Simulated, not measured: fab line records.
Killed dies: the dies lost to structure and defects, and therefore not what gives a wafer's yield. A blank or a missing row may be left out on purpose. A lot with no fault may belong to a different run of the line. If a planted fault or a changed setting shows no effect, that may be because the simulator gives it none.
Which tool is to blame? :: flow n5_finfet :: 9 lots, 25 wafers sampled, at 4 steps of a route of 1938

== WHAT EACH GAUGE READ, for each wafer ==
N5_BEOL_M5_OCD_MEAS_38.
lot: L854
measured: day 7 22:47
on: ocd-01
trench_depth_nm (nm): 70.0 71.2 71.7

lot: L855
measured: day 9 02:23
on: ocd-01
trench_depth_nm (nm): 72.1 70.8 72.7

lot: L864
measured: day 11 09:50
on: ocd-01
trench_depth_nm (nm): 72.3 70.8 72.4

lot: L866
measured: day 11 14:10
on: ocd-02
trench_depth_nm (nm): 70.6 71.6 72.4

lot: L868
measured: day 11 14:20
on: ocd-01
trench_depth_nm (nm): 70.8 70.0 72.6

lot: L867
measured: day 11 14:47
on: ocd-02
trench_depth_nm (nm): 72.2 71.2 71.4

lot: L872
measured: day 13 08:07
on: ocd-02
trench_depth_nm (nm): 75.6

lot: L875
measured: day 14 08:55
on: ocd-01
trench_depth_nm (nm): 69.9 70.1 70.7

lot: L877
measured: day 14 11:15
on: ocd-01
trench_depth_nm (nm): 71.3 71.5 72.2

== WHAT TOOL EACH LOT RAN ON (gives the tool, then ch and the chambers of the sampled wafers, and finally the start) ==
lot: L854
N5_BEOL_M5_DESCUM_33: rie_diel-03 ch 0,2,3, day 7 22:22
N5_BEOL_M5_TRENCH_ETCH_37: rie_diel-03 ch 0,2,3, day 7 22:38
N5_BEOL_M5_STRIP_91: rie_diel-03 ch 0,2,3, day 7 22:47 or earlier

lot: L855
N5_BEOL_M5_DESCUM_33: rie_diel-03 ch 0,1,3, day 9 01:58
N5_BEOL_M5_TRENCH_ETCH_37: rie_diel-03 ch 0,1,3, day 9 02:14
N5_BEOL_M5_STRIP_91: rie_diel-03 ch 0,1,3, day 9 02:23 or earlier

lot: L864
N5_BEOL_M5_DESCUM_33: rie_diel-02 ch 0,1, day 11 09:24
N5_BEOL_M5_TRENCH_ETCH_37: rie_diel-02 ch 0,1, day 11 09:40
N5_BEOL_M5_STRIP_91: rie_diel-02 ch 0,1, day 11 09:50 or earlier

lot: L866
N5_BEOL_M5_DESCUM_33: rie_diel-02 ch 0,1,2, day 11 13:44
N5_BEOL_M5_TRENCH_ETCH_37: rie_diel-02 ch 0,1,2, day 11 14:00
N5_BEOL_M5_STRIP_91: rie_diel-02 ch 0,1,2, day 11 14:10 or earlier

lot: L868
N5_BEOL_M5_DESCUM_33: rie_diel-04 ch 0,2,3, day 11 13:55
N5_BEOL_M5_TRENCH_ETCH_37: rie_diel-04 ch 0,2,3, day 11 14:11
N5_BEOL_M5_STRIP_91: rie_diel-04 ch 0,2,3, day 11 14:20 or earlier

lot: L867
N5_BEOL_M5_DESCUM_33: rie_diel-02 ch 1,2,3, day 11 14:22
N5_BEOL_M5_TRENCH_ETCH_37: rie_diel-02 ch 1,2,3, day 11 14:37
N5_BEOL_M5_STRIP_91: rie_diel-02 ch 1,2,3, day 11 14:47 or earlier

lot: L872
N5_BEOL_M5_DESCUM_33: rie_diel-02 ch 0, day 13 07:42
N5_BEOL_M5_TRENCH_ETCH_37: rie_diel-02 ch 0, day 13 07:58
N5_BEOL_M5_STRIP_91: rie_diel-02 ch 0, day 13 08:07 or earlier

lot: L875
N5_BEOL_M5_DESCUM_33: rie_diel-04 ch 2,3, day 14 08:29
N5_BEOL_M5_TRENCH_ETCH_37: rie_diel-04 ch 2,3, day 14 08:46
N5_BEOL_M5_STRIP_91: rie_diel-04 ch 2,3, day 14 08:55 or earlier

lot: L877
N5_BEOL_M5_DESCUM_33: rie_diel-04 ch 1,2, day 14 10:50
N5_BEOL_M5_TRENCH_ETCH_37: rie_diel-04 ch 1,2, day 14 11:06
N5_BEOL_M5_STRIP_91: rie_diel-04 ch 1,2, day 14 11:15 or earlier
- N5_BEOL_M5_DESCUM_33: chemistry O2, time 7 s.
- N5_BEOL_M5_TRENCH_ETCH_37: etches SiCOH lowk in C4F6/O2, target depth 71.652 nm, time 24.7 s.
- N5_BEOL_M5_STRIP_91: strips in N2/H2, time 10 s.

== THE ANSWER, worked out from the rows above alone ==
Rule: the lots themselves supply what counts as usual. The widest of any qualifying gaps counts: lots, ordered by their means at a reading, are off when they make up no more than a third of the lots, leave a main group of 4 or more, and stand apart from it by 3 or more times the standard deviation of that group's means. The tables above print the reading to a certain number of digits; a main group whose means all agree to those digits is not used. Also off: a lot with no number at a reading for which 4 or more lots have one. Where the step has rows for the other lots, those lots are counted as sound.
Off: L872, at N5_BEOL_M5_OCD_MEAS_38 (trench_depth_nm). The main group has a mean of 71.4 nm with a standard deviation of 0.52.
A tool fits if, at a process step before that reading, it ran every lot that is off, and no sound lot after the first of them. Gauges at N5_BEOL_M5_OCD_MEAS_38: tried the same way as those tools. Because N5_BEOL_M5_STRIP_91 lacks a start for some lots, the hours and order of its lots are taken from N5_BEOL_M5_OCD_MEAS_38. Undecided on this evidence; 2 tools fit (rie_diel-02 at N5_BEOL_M5_DESCUM_33 and N5_BEOL_M5_TRENCH_ETCH_37 and N5_BEOL_M5_STRIP_91, ocd-02 at N5_BEOL_M5_OCD_MEAS_38).

== WHAT THE SIMULATOR PUT IN ==
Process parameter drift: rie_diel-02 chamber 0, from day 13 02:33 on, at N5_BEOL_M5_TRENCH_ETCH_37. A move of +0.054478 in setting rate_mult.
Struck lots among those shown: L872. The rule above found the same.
